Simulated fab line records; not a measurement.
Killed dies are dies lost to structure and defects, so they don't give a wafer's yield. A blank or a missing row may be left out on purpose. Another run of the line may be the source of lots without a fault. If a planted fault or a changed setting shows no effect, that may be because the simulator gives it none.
Which of the tools did it? | flow n5Finfet | 30 wafers from 10 lots sampled at 5 of the route's 1938 steps

WHAT THE GAUGES READ, wafer by wafer
N5_WELL_APT_OVL_MEAS_26. Usual: for PWELL_OVL the level is -4 nm and the standard deviation is 4.4.
lot  | measured    | on         | PWELL_OVL (nm) | flag
L421 | day 2 09:09 | overlay-01 | -10 0 -7       | 
L422 | day 2 15:07 | overlay-01 | 11 2 2         | 
L423 | day 2 21:03 | overlay-01 | -3 -16 -6      | 
L424 | day 3 03:28 | overlay-02 | -9 -2 -2       | 
L425 | day 3 09:02 | overlay-02 | -6 -3 -7       | 
L426 | day 3 14:57 | overlay-02 | -9 -8 -2       | 
L427 | day 3 21:04 | overlay-01 | -1 -6 -4       | 
L430 | day 4 15:10 | overlay-02 | -8 -5 -8       | 
L439 | day 6 21:17 | overlay-02 | -2 -7 -15      | 
L440 | day 7 03:21 | overlay-02 | -5 2 -4        | 

N5_BEOL_M4_RC_MEAS_101. Usual: DIBL_N 36.2 mV/V, standard deviation 1.7; DIBL_P 36.6 mV/V, standard deviation 1.9; IOFF_N 0.16 nA/um, standard deviation 0.032; IOFF_P 0.21 nA/um, standard deviation 0.037; ION_N 675 uA/um, standard deviation 12; ION_P 460 uA/um, standard deviation 8.1; RS_PWELL 3015 ohm/sq, standard deviation 21; SS_N 71.4 mV/dec, standard deviation 0.58; SS_P 73.4 mV/dec, standard deviation 0.64; VT_N 249 mV, standard deviation 3.2; VT_P -252 mV, standard deviation 3.4.
lot  | measured     | on        | DIBL_N (mV/V)  | DIBL_P (mV/V)  | IOFF_N (nA/um) | IOFF_P (nA/um) | ION_N (uA/um) | ION_P (uA/um) | RS_PWELL (ohm/sq) | SS_N (mV/dec)  | SS_P (mV/dec)  | VT_N (mV)   | VT_P (mV)      | flag
L421 | day 8 15:17  | prober-02 | 38.1 34.9 36.7 | 38.5 35.8 37.3 | 0.19 0.14 0.17 | 0.23 0.19 0.21 | 682 657 676   | 462 450 462   | 3040 3011 3046    | 72.5 71.9 71.4 | 73.5 72.8 73.5 | 248 253 250 | -250 -253 -253 | 
L422 | day 9 00:46  | prober-02 | 37.4 35.3 36.7 | 37.4 34.8 36.8 | 0.19 0.14 0.18 | 0.21 0.17 0.20 | 688 669 664   | 468 454 457   | 3044 3008 3053    | 71.5 71.3 72.4 | 73.3 73.3 73.7 | 247 253 249 | -251 -255 -252 | 
L423 | day 9 02:31  | prober-02 | 37.4 34.8 35.5 | 38.4 34.5 35.5 | 0.18 0.13 0.15 | 0.23 0.16 0.18 | 679 674 671   | 467 461 458   | 2985 3002 2998    | 71.6 70.8 70.8 | 74.6 73.0 73.6 | 249 251 251 | -246 -251 -253 | 
L424 | day 9 08:15  | prober-02 | 35.1 34.4 36.1 | 35.8 34.5 37.2 | 0.15 0.14 0.18 | 0.20 0.19 0.23 | 688 674 681   | 470 460 468   | 3031 3019 3044    | 71.5 71.0 71.5 | 73.1 72.3 73.6 | 249 246 246 | -250 -252 -248 | 
L425 | day 9 11:34  | prober-02 | 36.8 35.1 36.4 | 38.0 37.1 37.7 | 0.17 0.14 0.16 | 0.21 0.18 0.20 | 669 669 672   | 454 451 450   | 3012 2986 2989    | 72.3 71.1 71.1 | 73.7 72.7 73.2 | 248 251 246 | -254 -251 -253 | 
L426 | day 9 11:06  | prober-01 | 39.4 39.1 38.0 | 39.6 39.7 38.2 | 0.27 0.25 0.23 | 0.30 0.30 0.27 | 700 697 697   | 471 473 471   | 3024 3028 3012    | 72.8 71.7 71.8 | 74.4 74.9 73.8 | 242 241 242 | -245 -244 -250 | 
L427 | day 9 16:11  | prober-02 | 35.6 33.9 34.7 | 36.2 33.8 35.1 | 0.16 0.12 0.14 | 0.19 0.15 0.17 | 684 671 676   | 463 455 463   | 3002 3007 3020    | 71.6 71.2 71.1 | 73.1 73.2 73.2 | 248 253 249 | -250 -254 -253 | 
L430 | day 11 02:02 | prober-02 | 34.1 35.5 35.3 | 33.4 35.1 35.6 | 0.13 0.15 0.15 | 0.16 0.18 0.18 | 667 677 671   | 456 463 461   | 2982 3003 2987    | 70.7 71.3 71.5 | 72.5 73.8 73.5 | 249 253 252 | -254 -253 -254 | 
L439 | day 13 02:18 | prober-02 | 35.9 37.7 37.8 | 35.2 37.2 37.0 | 0.16 0.18 0.19 | 0.22 0.24 0.25 | 677 697 692   | 469 471 472   | 3514 3504 3483    | 70.8 71.9 71.6 | 73.1 73.8 73.7 | 249 247 248 | -249 -246 -247 | OFF
L440 | day 13 07:38 | prober-01 | 38.3 37.1 36.4 | 39.7 37.1 36.0 | 0.20 0.18 0.17 | 0.26 0.22 0.21 | 692 681 682   | 470 466 466   | 3517 3496 3492    | 71.9 71.8 71.2 | 74.3 74.0 73.5 | 247 248 248 | -247 -251 -250 | OFF

EACH LOT AND THE TOOL THAT RAN IT (in order: tool; ch and the chambers of the sampled wafers; start)
lot  | N5_WELL_APT_IMPLANT_31         | N5_PMOS_HMC_CHANNEL_EPI_HM_DEP_34 | N5_FIN_SAQP_PECVD_06
L421 | implanter-02 ch 0, day 2 09:22 | pecvd-03 ch 0,1, day 2 10:58      | pecvd-03 ch 0,1, day 2 15:52
L422 | implanter-01 ch 0, day 2 15:18 | pecvd-03 ch 0,1, day 2 16:52      | pecvd-02 ch 0,1,2, day 2 21:11
L423 | implanter-01 ch 0, day 2 21:16 | pecvd-03 ch 0,1, day 2 22:50      | pecvd-02 ch 0,1,2, day 3 02:51
L424 | implanter-01 ch 0, day 3 03:38 | pecvd-04 ch 1,2, day 3 05:12      | pecvd-02 ch 0,1,2, day 3 09:17
L425 | implanter-01 ch 0, day 3 09:15 | pecvd-03 ch 0,2, day 3 10:49      | pecvd-02 ch 0,1,2, day 3 15:21
L426 | implanter-01 ch 0, day 3 15:49 | pecvd-01 ch 1,2, day 3 17:35      | pecvd-02 ch 0,2, day 3 22:05
L427 | implanter-02 ch 0, day 3 21:13 | pecvd-03 ch 0,1, day 3 23:01      | pecvd-02 ch 0,2, day 4 03:30
L430 | implanter-02 ch 0, day 4 15:23 | pecvd-04 ch 0,1, day 4 17:19      | pecvd-01 ch 1,2, day 4 23:51
L439 | implanter-01 ch 0, day 6 21:26 | pecvd-04 ch 0,1,2, day 6 23:15    | pecvd-01 ch 1,2, day 7 03:46
L440 | implanter-01 ch 0, day 7 03:34 | pecvd-04 ch 0,2, day 7 05:20      | pecvd-03 ch 0,1, day 7 09:26
- N5_WELL_APT_IMPLANT_31
- N5_PMOS_HMC_CHANNEL_EPI_HM_DEP_34: deposits SiO2 from TEOS/O2, target thk 36 nm, time 6.9 s.
- N5_FIN_SAQP_PECVD_06: deposits a-Si from SiH4/He, target thk 60 nm, time 48.1 s.

AS READ BY THE TOOLS THEMSELVES (means over the sampled wafers that have a number; for cases with no such wafer, the mark the record gives instead)
N5_WELL_APT_IMPLANT_31. Usual: beamEnergyKeV 59.995, standard deviation 0.019.
lot  | tool         | beamEnergyKeV | flag
L421 | implanter-02 | 59.987        | 
L422 | implanter-01 | 59.989        | 
L423 | implanter-01 | 60.015        | 
L424 | implanter-01 | 60.015        | 
L425 | implanter-01 | 59.983        | 
L426 | implanter-01 | 59.976        | 
L427 | implanter-02 | 60.009        | 
L430 | implanter-02 | 59.992        | 
L439 | implanter-01 | 42.681        | OFF
L440 | implanter-01 | 42.698        | OFF

N5_PMOS_HMC_CHANNEL_EPI_HM_DEP_34. Usual: heaterPowerW 546 W, standard deviation 85; showerheadPlenumPTorr 8.34 Torr, standard deviation 0.035; throttleValvePct 18.4 %, standard deviation 0.67.
lot  | tool     | heaterPowerW (W) | showerheadPlenumPTorr (Torr) | throttleValvePct (%) | flag
L421 | pecvd-03 | 569              | 8.35                         | 18.7                 | 
L422 | pecvd-03 | 615              | 8.32                         | 18.5                 | 
L423 | pecvd-03 | 645              | 8.34                         | 18.7                 | 
L424 | pecvd-04 | 529              | 8.37                         | 17.9                 | 
L425 | pecvd-03 | 533              | 8.31                         | 17.7                 | 
L426 | pecvd-01 | 607              | 8.32                         | 19.0                 | 
L427 | pecvd-03 | 514              | 8.33                         | 18.3                 | 
L430 | pecvd-04 | 515              | 8.36                         | 18.6                 | 
L439 | pecvd-04 | 490              | 8.35                         | 18.2                 | 
L440 | pecvd-04 | 518              | 8.32                         | 18.5                 | 

N5_FIN_SAQP_PECVD_06. Usual: heaterPowerW 851 W, standard deviation 76; showerheadPlenumPTorr 5.649 Torr, standard deviation 0.03; throttleValvePct 17.9 %, standard deviation 0.8.
lot  | tool     | heaterPowerW (W) | showerheadPlenumPTorr (Torr) | throttleValvePct (%) | flag
L421 | pecvd-03 | 921              | 5.667                        | 18.0                 | 
L422 | pecvd-02 | 869              | 5.655                        | 17.8                 | 
L423 | pecvd-02 | 847              | 5.655                        | 17.9                 | 
L424 | pecvd-02 | 809              | 5.655                        | 18.0                 | 
L425 | pecvd-02 | 863              | 5.662                        | 17.8                 | 
L426 | pecvd-02 | 873              | 5.656                        | 18.1                 | 
L427 | pecvd-02 | 892              | 5.652                        | 18.0                 | 
L430 | pecvd-01 | 922              | 5.629                        | 18.6                 | 
L439 | pecvd-01 | 932              | 5.627                        | 18.3                 | 
L440 | pecvd-03 | 878              | 5.646                        | 18.2                 | 

THE ANSWER, worked out from the rows above alone
Rule: a lot is off if the mean of its wafers that have a number lies more than 3 standard deviations from the usual mean. Also off: a lot with no number at a reading for which 4 or more lots have one. All remaining lots with rows at the step are treated as sound. Order of review: gauges by route order, followed by the tools' own readings, for which a lot's mean as printed above is used. The first step at which some lot is off is used, and at that step the reading that is off furthest; a lot without a number counts as furthest.
Off: L439, L440, seen at N5_BEOL_M4_RC_MEAS_101 (RS_PWELL).
A tool fits if, at a process step before that reading, it ran every lot that is off, and no sound lot after the first of them. Not tried: the gauges at N5_BEOL_M4_RC_MEAS_101; whatever is off there is also off at N5_WELL_APT_IMPLANT_31, on other tools, and gauge error can't account for it. Undecided on this evidence; 2 tools fit (implanter-01 at N5_WELL_APT_IMPLANT_31, pecvd-04 at N5_PMOS_HMC_CHANNEL_EPI_HM_DEP_34).

WHAT THE SIMULATOR PUT IN
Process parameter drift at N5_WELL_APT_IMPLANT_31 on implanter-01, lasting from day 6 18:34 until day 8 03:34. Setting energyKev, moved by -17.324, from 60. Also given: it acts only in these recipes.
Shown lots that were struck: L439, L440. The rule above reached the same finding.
